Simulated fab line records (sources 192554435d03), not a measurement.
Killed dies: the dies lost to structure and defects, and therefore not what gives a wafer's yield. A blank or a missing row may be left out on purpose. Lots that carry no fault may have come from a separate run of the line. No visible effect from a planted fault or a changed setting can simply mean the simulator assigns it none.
Which tool is to blame?	flow n5 finfet	24 lots with 72 wafers sampled at 6 steps, on a route of 1938 steps

WHAT THE GAUGES SHOWED, per wafer
N5_BEOL_M6_THK_MEAS_01. Usual: for M6_ILD_THK the level is 154.7 nm and the standard deviation is 2.1.
lot	measured	on	M6_ILD_THK (nm)	flag
L074	day 8 02:35	film metro-01	155.1 154.1 152.9	
L075	day 8 18:15	film metro-02	152.9 153.5 156.9	
L076	day 8 21:58	film metro-01	154.2 155.7 156.4	
L077	day 8 22:14	film metro-02	150.5 155.9 154.1	
L078	day 9 14:08	film metro-02	155.5 154.5 154.1	
L079	day 9 16:44	film metro-01	155.3 155.1 158.1	
L080	day 9 21:46	film metro-01	151.5 153.3 153.2	
L081	day 10 00:38	film metro-01	153.2 153.3 155.0	
L082	day 10 16:48	film metro-01	151.9 156.4 153.8	
L084	day 10 21:34	film metro-01	152.5 154.7 157.3	
L083	day 10 18:54	film metro-01	153.8 153.3 154.6	
L085	day 10 23:46	film metro-02	153.9 157.2 157.8	
L086	day 11 18:18	film metro-01	151.0 153.1 154.0	
L088	day 11 22:21	film metro-02	152.0 155.8 157.7	
L087	day 11 22:59	film metro-02	155.0 156.2 156.4	
L089	day 12 03:24	film metro-01	155.9 158.3 155.0	
L090	day 12 16:07	film metro-02	158.0 159.7 158.4	
L091	day 13 14:49	film metro-02	155.3 152.3 154.3	
L092	day 12 23:14	film metro-01	154.2 153.6 156.5	
L093	day 13 08:16	film metro-02	156.9 158.4 155.9	
L094	day 13 04:58	film metro-01	152.6 150.8 156.6	
L095	day 14 00:35	film metro-02	152.9 156.2 156.1	
L096	day 14 07:10	film metro-01	154.3 151.6 154.1	
L097	day 14 22:07	film metro-01	152.4 153.2 155.0	

WHICH TOOL RAN EACH LOT (tool, then ch and the chambers of the sampled wafers, then the start)
lot	N5_BEOL_M5_CURE_80	N5_BEOL_M5_SURFACE_TREAT_87	N5_BEOL_M5_SPUTTER_81	N5_BEOL_M5_CO_CAP_78	N5_BEOL_M6_CURE_74
L074	uv cure-03 ch 1, day 7 19:43	pvd sputter-01, day 7 20:19	pvd sputter-01, day 7 21:38	cvd co-02 ch 0,1,2, day 8 01:47	uv cure-03 ch 1, day 8 02:19
L075	uv cure-02 ch 1, day 8 11:22	pvd sputter-03, day 8 11:58	pvd sputter-01, day 8 13:16	cvd co-02 ch 0,1,2, day 8 17:25	uv cure-02 ch 1, day 8 17:49
L076	uv cure-01 ch 2, day 8 13:49	pvd sputter-03, day 8 15:09	pvd sputter-03, day 8 16:32	cvd co-01 ch 0,1,2, day 8 20:40	uv cure-01 ch 2, day 8 20:59
L077	uv cure-01 ch 0, day 8 14:31	pvd sputter-02, day 8 15:50	pvd sputter-02, day 8 17:08	cvd co-01 ch 1,2, day 8 21:25	uv cure-02 ch 1, day 8 21:48
L078	uv cure-02 ch 0, day 9 07:01	pvd sputter-02, day 9 07:52	pvd sputter-02, day 9 09:10	cvd co-02 ch 1,2, day 9 13:18	uv cure-02 ch 2, day 9 13:37
L079	uv cure-03 ch 2, day 9 07:23	pvd sputter-03, day 9 08:02	pvd sputter-03, day 9 11:10	cvd co-02 ch 0,1,2, day 9 15:25	uv cure-01 ch 1, day 9 15:54
L080	uv cure-03 ch 1, day 9 14:42	pvd sputter-03, day 9 15:21	pvd sputter-02, day 9 16:49	cvd co-02 ch 0,1, day 9 20:57	uv cure-01 ch 0, day 9 21:16
L081	uv cure-01 ch 0, day 9 15:03	pvd sputter-03, day 9 17:49	pvd sputter-03, day 9 19:11	cvd co-01 ch 1,2, day 9 23:20	uv cure-03 ch 2, day 9 23:48
L082	uv cure-02 ch 1, day 10 09:20	pvd sputter-03, day 10 10:02	pvd sputter-01, day 10 11:20	cvd co-01 ch 0,1,2, day 10 15:28	uv cure-03 ch 2, day 10 15:49
L084	uv cure-03 ch 1, day 10 11:20	pvd sputter-02, day 10 12:20	pvd sputter-03, day 10 16:37	cvd co-01 ch 0,1, day 10 20:45	uv cure-01 ch 2, day 10 21:04
L083	uv cure-01 ch 1, day 10 11:29	pvd sputter-02, day 10 12:08	pvd sputter-02, day 10 13:28	cvd co-02 ch 0,1,2, day 10 17:35	uv cure-03 ch 1, day 10 17:54
L085	uv cure-01 ch 0, day 10 16:33	pvd sputter-02, day 10 17:19	pvd sputter-02, day 10 18:41	cvd co-01 ch 0,2, day 10 22:56	uv cure-01 ch 1, day 10 23:20
L086	uv cure-03 ch 2, day 11 11:13	pvd sputter-02, day 11 12:00	pvd sputter-01, day 11 13:18	cvd co-01 ch 1,2, day 11 17:29	uv cure-03 ch 2, day 11 17:47
L088	uv cure-03 ch 2, day 11 15:07	pvd sputter-03, day 11 15:58	pvd sputter-02, day 11 17:23	cvd co-01 ch 0,2, day 11 21:32	uv cure-03 ch 1, day 11 22:00
L087	uv cure-03 ch 1, day 11 15:29	pvd sputter-01, day 11 16:38	pvd sputter-01, day 11 18:02	cvd co-01 ch 0,2, day 11 22:10	uv cure-03 ch 2, day 11 22:38
L089	uv cure-03 ch 0, day 11 20:23	pvd sputter-02, day 11 21:05	pvd sputter-02, day 11 22:25	cvd co-01 ch 0,1,2, day 12 02:36	uv cure-01 ch 0, day 12 03:07
L090	uv cure-02 ch 1, day 12 08:59	pvd sputter-03, day 12 09:46	pvd sputter-01, day 12 11:05	cvd co-01 ch 0,2, day 12 15:15	uv cure-03 ch 1, day 12 15:44
L091	uv cure-03 ch 1, day 12 11:56	pvd sputter-02, day 12 12:42	pvd sputter-02, day 12 14:11	cvd co-02 ch 1,2, day 13 13:58	uv cure-01 ch 0, day 13 14:19
L092	uv cure-02 ch 1, day 12 15:59	pvd sputter-03, day 12 16:59	pvd sputter-03, day 12 18:17	cvd co-02 ch 1,2, day 12 22:25	uv cure-01 ch 0, day 12 22:43
L093	uv cure-02 ch 2, day 12 21:22	pvd sputter-03, day 12 22:11	pvd sputter-01, day 12 23:31	cvd co-01 ch 0,1,2, day 13 06:57	uv cure-03 ch 2, day 13 07:25
L094	uv cure-02 ch 2, day 12 22:03	pvd sputter-03, day 12 22:43	pvd sputter-03, day 13 00:01	cvd co-01 ch 0,1, day 13 04:08	uv cure-02 ch 2, day 13 04:27
L095	uv cure-03 ch 2, day 13 16:29	pvd sputter-03, day 13 17:35	pvd sputter-01, day 13 19:20	cvd co-01 ch 1,2, day 13 23:44	uv cure-01 ch 0, day 14 00:04
L096	uv cure-01 ch 0, day 13 23:00	pvd sputter-03, day 14 00:45	pvd sputter-03, day 14 02:06	cvd co-02 ch 0,1,2, day 14 06:20	uv cure-01 ch 2, day 14 06:39
L097	uv cure-01 ch 1, day 14 14:14	pvd sputter-03, day 14 15:03	pvd sputter-02, day 14 16:33	cvd co-02 ch 0,2, day 14 20:47	uv cure-02 ch 2, day 14 21:06
- N5_BEOL_M5_CURE_80: cures SiCOH lowk, time 120 s.
- N5_BEOL_M5_SURFACE_TREAT_87
- N5_BEOL_M5_SPUTTER_81: material Cu, target thk 15 nm, time 27.62 s.
- N5_BEOL_M5_CO_CAP_78: material Co, precursor CCTBA/H2, target thk 2 nm, time 102.1 s.
- N5_BEOL_M6_CURE_74: cures SiCOH lowk, time 240 s.

WHAT THE TOOLS THEMSELVES READ (means of the sampled wafers that have a number; where no wafer has one, the mark that the record gives instead)
N5_BEOL_M5_CURE_80. Usual: lamp power pct 52.31 %, standard deviation 0.054; wafer_temp_C_max 371.6, standard deviation 0.52.
lot	tool	lamp power pct (%)	wafer_temp_C_max	flag
L074	uv cure-03	52.31	372.2	
L075	uv cure-02	52.31	371.4	
L076	uv cure-01	52.35	371.6	
L077	uv cure-01	52.32	371.3	
L078	uv cure-02	52.28	371.2	
L079	uv cure-03	52.32	372.3	
L080	uv cure-03	52.33	371.5	
L081	uv cure-01	52.25	371.5	
L082	uv cure-02	52.35	370.8	
L084	uv cure-03	52.31	371.9	
L083	uv cure-01	52.28	371.2	
L085	uv cure-01	52.25	371.6	
L086	uv cure-03	52.28	372.8	
L088	uv cure-03	52.31	371.6	
L087	uv cure-03	52.31	371.9	
L089	uv cure-03	52.33	371.6	
L090	uv cure-02	52.29	371.3	
L091	uv cure-03	52.34	372.2	
L092	uv cure-02	52.26	371.0	
L093	uv cure-02	52.30	371.3	
L094	uv cure-02	52.30	371.3	
L095	uv cure-03	52.24	372.3	
L096	uv cure-01	52.27	371.8	
L097	uv cure-01	52.34	371.3	

N5_BEOL_M5_SPUTTER_81. Usual: throttle valve pct reads 29.5 % (standard deviation 1.1).
lot	tool	throttle valve pct (%)	flag
L074	pvd sputter-01	28.2	
L075	pvd sputter-01	28.3	
L076	pvd sputter-03	30.7	
L077	pvd sputter-02	29.3	
L078	pvd sputter-02	29.5	
L079	pvd sputter-03	30.7	
L080	pvd sputter-02	29.5	
L081	pvd sputter-03	29.9	
L082	pvd sputter-01	29.5	
L084	pvd sputter-03	29.9	
L083	pvd sputter-02	30.0	
L085	pvd sputter-02	29.3	
L086	pvd sputter-01	28.7	
L088	pvd sputter-02	29.3	
L087	pvd sputter-01	28.6	
L089	pvd sputter-02	29.4	
L090	pvd sputter-01	28.9	
L091	pvd sputter-02	29.9	
L092	pvd sputter-03	29.9	
L093	pvd sputter-01	27.9	
L094	pvd sputter-03	29.3	
L095	pvd sputter-01	29.5	
L096	pvd sputter-03	30.1	
L097	pvd sputter-02	29.3	

N5_BEOL_M5_CO_CAP_78. Usual: heater power w reads 239 W (standard deviation 22).
lot	tool	heater power w (W)	flag
L074	cvd co-02	223	
L075	cvd co-02	224	
L076	cvd co-01	250	
L077	cvd co-01	262	
L078	cvd co-02	210	
L079	cvd co-02	224	
L080	cvd co-02	224	
L081	cvd co-01	262	
L082	cvd co-01	248	
L084	cvd co-01	257	
L083	cvd co-02	225	
L085	cvd co-01	242	
L086	cvd co-01	263	
L088	cvd co-01	240	
L087	cvd co-01	236	
L089	cvd co-01	253	
L090	cvd co-01	243	
L091	cvd co-02	209	
L092	cvd co-02	209	
L093	cvd co-01	251	
L094	cvd co-01	260	
L095	cvd co-01	262	
L096	cvd co-02	223	
L097	cvd co-02	240	

N5_BEOL_M6_CURE_74. Usual: lamp power pct 52.31 %, standard deviation 0.053; wafer_temp_C_max 386.7, standard deviation 0.6.
lot	tool	lamp power pct (%)	wafer_temp_C_max	flag
L074	uv cure-03	52.34	387.2	
L075	uv cure-02	52.33	386.0	
L076	uv cure-01	52.30	387.0	
L077	uv cure-02	52.27	386.6	
L078	uv cure-02	52.30	386.0	
L079	uv cure-01	52.26	386.1	
L080	uv cure-01	52.34	386.7	
L081	uv cure-03	52.31	387.7	
L082	uv cure-03	52.30	387.0	
L084	uv cure-01	52.30	387.0	
L083	uv cure-03	52.27	387.3	
L085	uv cure-01	52.28	386.0	
L086	uv cure-03	52.35	387.1	
L088	uv cure-03	52.28	386.5	
L087	uv cure-03	52.33	387.3	
L089	uv cure-01	52.33	386.4	
L090	uv cure-03	52.29	387.4	
L091	uv cure-01	52.31	386.5	
L092	uv cure-01	52.34	386.5	
L093	uv cure-03	52.24	387.0	
L094	uv cure-02	52.28	386.3	
L095	uv cure-01	52.30	386.6	
L096	uv cure-01	52.35	386.8	
L097	uv cure-02	52.32	386.3	

THE ANSWER, worked out from the rows above alone
Rule: a lot is off if the mean of its wafers that have a number lies more than 3 standard deviations from the usual mean. Also off: a lot with no number at a reading for which 4 or more lots have one. All remaining lots with rows at the step are treated as sound. Order of review: gauges by route order, followed by the tools' own readings, for which a lot's mean as printed above is used. At the first step where some lot is off, the reading lying furthest off is the one used; lots without a number count as furthest.
Nothing can be told from this: no lot is off at any reading shown.

WHAT THE SIMULATOR PUT IN
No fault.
